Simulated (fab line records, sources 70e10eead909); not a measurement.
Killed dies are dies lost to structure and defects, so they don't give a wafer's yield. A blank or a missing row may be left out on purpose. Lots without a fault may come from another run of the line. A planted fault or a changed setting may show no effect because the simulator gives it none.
A struck lot beside a sound one | flow nand_harc | 14 steps out of a route of 1302
Sound: wafers L847.2, L847.3, L847.5. Struck: wafer L861.6. (L861.1, L861.3 of the same lot were not struck and are left out.) The cause comes at the end.
At each step with rows: each side's tool, then ch and its chambers, then its first start. Under that, the readings that differ: sound wafers | struck wafers | difference of the means | sigmas: that difference in standard deviations of wafers without a fault.
alike: readings whose means differ by less than 2 such deviations, and words and numbers that are the same on both sides. not compared: withheld readings, readings that some wafer has no value for, bounds like >300 that may hide the same value, and numbers for which the record gives no deviation and whose values overlap.
The two part at a step that has a row with sigmas, a row that says differs or no value, or rows on one side only. Numbers that don't overlap but have no deviation are shown without sigmas and don't part them. A reading that every wafer of one side lacks parts them only if that side has two wafers or more.

first, 1 step without rows for these wafers: NHARC_A_ONON_D1_DEP_12 (target thk 1000 nm).
NHARC_A_ONON_D1_THK_MEAS_14: measures by ellipsometry.
  sound on film_metro-01, day 8 03:13; struck on film_metro-02, day 14 10:37
  alike: thk_nm
then, 2 steps without rows for these wafers: NHARC_A_ONON_D1_ANNEAL_15 (time 3600 s); NHARC_A_ONON_D1_DEP_16 (target thk 1000 nm).
NHARC_A_ONON_D1_THK_MEAS_18: measures by ellipsometry.
  sound on film_metro-02, day 8 10:55; struck on film_metro-01, day 14 18:46
  alike: thk_nm
then, 1 step without rows for these wafers: NHARC_A_ONON_D1_DEP_19 (target thk 1000 nm).
NHARC_A_ONON_D1_THK_MEAS_21: measures by ellipsometry.
  sound on film_metro-02, day 8 11:29; struck on film_metro-02, day 14 19:21
  alike: thk_nm
then, 1 step without rows for these wafers: NHARC_A_ONON_D1_DEP_22 (target thk 1000 nm).
NHARC_A_ONON_D1_THK_MEAS_24: measures by ellipsometry.
  sound on film_metro-02, day 8 12:03; struck on film_metro-02, day 14 19:55
  alike: thk_nm
then, 1 step without rows for these wafers: NHARC_A_ONON_D1_DEP_25 (target thk 1000 nm).
NHARC_A_ONON_D1_THK_MEAS_27: measures by ellipsometry.
  sound on film_metro-02, day 8 12:37; struck on film_metro-02, day 14 20:29
  alike: thk_nm
NHARC_A_ONON_D1_DEP_28: target thk 1000 nm.
  sound on pecvd_onon-04 ch 0, day 8 12:44; struck on pecvd_onon-02 ch 0, day 14 20:32
NHARC_A_ONON_D1_THK_MEAS_30: measures by ellipsometry.
  sound on film_metro-01, day 8 13:11; struck on film_metro-02, day 14 21:02
  reading     | sound       | struck | difference | sigmas
  thk_nm (nm) | 988 987 987 | 1026   | +39        | +5
NHARC_A_ONON_D1_DEP_33: deposits SiO2, target thk 200 nm.
  sound on pecvd-04 ch 0,2, day 8 13:23; struck on pecvd-02 ch 1, day 14 21:06
  alike: heater_power_w, throttle_valve_pct

WHERE THEY PART
Only at NHARC_A_ONON_D1_THK_MEAS_30, within this record. Later steps at which nothing parts them and some readings are alike: NHARC_A_ONON_D1_DEP_33.

WHY: what the simulator had put in
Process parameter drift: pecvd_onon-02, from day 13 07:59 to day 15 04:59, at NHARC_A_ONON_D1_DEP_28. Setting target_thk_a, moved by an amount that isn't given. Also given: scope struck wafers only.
